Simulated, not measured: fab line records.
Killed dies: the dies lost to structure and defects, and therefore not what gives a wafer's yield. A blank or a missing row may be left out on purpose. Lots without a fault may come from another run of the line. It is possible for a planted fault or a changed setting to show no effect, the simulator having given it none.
Matching of chambers / flow nand_harc / NHARC_P_CONTACT_DEP_30 on pecvd-03 has 3 sister chambers
The step deposits SiNx, target thk 30 nm. 6 wafers are shown with their chamber, then 11 later ones without.

== EACH WAFER AND ITS CHAMBER ==
wafer=L086.1; chamber=1; heater_power_w (W)=738
wafer=L087.3; chamber=0; heater_power_w (W)=640
wafer=L087.5; chamber=0; heater_power_w (W)=622
wafer=L088.5; chamber=2; heater_power_w (W)=917
wafer=L088.6; chamber=1; heater_power_w (W)=729
wafer=L091.2; chamber=2; heater_power_w (W)=925

== WAFERS WITH NO CHAMBER GIVEN ==
wafer=L091.4; heater_power_w (W)=591
wafer=L091.5; heater_power_w (W)=921
wafer=L093.4; heater_power_w (W)=623
wafer=L093.5; heater_power_w (W)=839
wafer=L093.6; heater_power_w (W)=640
wafer=L095.1; heater_power_w (W)=531
wafer=L095.2; heater_power_w (W)=891
wafer=L095.5; heater_power_w (W)=884
wafer=L097.3; heater_power_w (W)=720
wafer=L097.5; heater_power_w (W)=702
wafer=L097.6; heater_power_w (W)=789

== WHICH CHAMBER EACH WENT THROUGH ==
wafer=L091.4; from the rows above=0; in truth=0
wafer=L091.5; from the rows above=2; in truth=2
wafer=L093.4; from the rows above=0; in truth=0
wafer=L093.5; from the rows above=2; in truth=2
wafer=L093.6; from the rows above=0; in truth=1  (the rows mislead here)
wafer=L095.1; from the rows above=0; in truth=0
wafer=L095.2; from the rows above=2; in truth=2
wafer=L095.5; from the rows above=2; in truth=2
wafer=L097.3; from the rows above=1; in truth=1
wafer=L097.5; from the rows above=1; in truth=1
wafer=L097.6; from the rows above=1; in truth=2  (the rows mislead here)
Correctly placed: 9 of 11. Not placeable from these rows: 0. Placed wrongly: 2.
How it was worked out, from the rows above alone: a wafer's distance from a chamber is the root of the sum, over the readings, of the square of ((its reading less the chamber's mean) divided by the reading's scatter). If the next closest chamber is less than 2 further off than the closest, the wafer can't be placed; otherwise it belongs to the closest. The mean given for a chamber averages the wafers shown for that chamber. How the scatter is found: for the shown wafers, subtract from each reading the mean of its chamber, square and add these, divide the total by (wafers less chambers), then take the root.
